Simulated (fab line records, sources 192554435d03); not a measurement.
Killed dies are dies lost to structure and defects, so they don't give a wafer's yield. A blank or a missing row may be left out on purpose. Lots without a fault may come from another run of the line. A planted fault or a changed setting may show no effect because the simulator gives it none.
Chamber matching | flow n5_finfet | N5_BEOL_M5_DEP_56 on pecvd-03: 3 sister chambers
The step deposits SiCN from 3MS/NH3, target thk 8 nm, time 14 s. 6 wafers are shown with their chamber, then 7 later ones without.

WAFERS WITH THEIR CHAMBER
wafer  | chamber | throttle_valve_pct (%) | showerhead_plenum_p_Torr (Torr)
L087.3 | 0       | 9.7                    | 3.678
L087.6 | 1       | 9.5                    | 3.668
L088.1 | 1       | 9.2                    | 3.670
L088.4 | 2       | 8.2                    | 3.676
L090.3 | 2       | 7.9                    | 3.667
L090.4 | 0       | 9.7                    | 3.664

WAFERS WITHOUT THEIR CHAMBER
wafer  | throttle_valve_pct (%) | showerhead_plenum_p_Torr (Torr)
L090.6 | 9.1                    | 3.674
L095.3 | 9.6                    | 3.670
L095.4 | 9.6                    | 3.665
L095.5 | 8.4                    | 3.671
L094.1 | 9.1                    | 3.677
L094.3 | 9.6                    | 3.677
L094.5 | 9.2                    | 3.678

WHICH CHAMBER EACH WENT THROUGH
wafer  | from the rows above     | in truth
L090.6 | can't be placed: 1 or 0 | 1
L095.3 | can't be placed: 0 or 1 | 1
L095.4 | can't be placed: 0 or 1 | 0
L095.5 | 2                       | 2
L094.1 | can't be placed: 1 or 0 | 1
L094.3 | can't be placed: 0 or 1 | 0
L094.5 | can't be placed: 1 or 0 | 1
Placed correctly: 1 of 7. Can't be placed from these rows: 6 (the true chamber is among the candidates in 6). Placed wrongly: 0.
How it was worked out, from the rows above alone: a wafer's distance from a chamber is the root of the sum, over the readings, of the square of ((its reading less the chamber's mean) divided by the reading's scatter). The wafer belongs to the nearest chamber; if the next one is less than 2 further off, it can't be placed. A chamber's mean is the mean of its shown wafers. The scatter: the root of (the sum of the squares of (reading less its chamber's mean) over the shown wafers, divided by (wafers less chambers)).
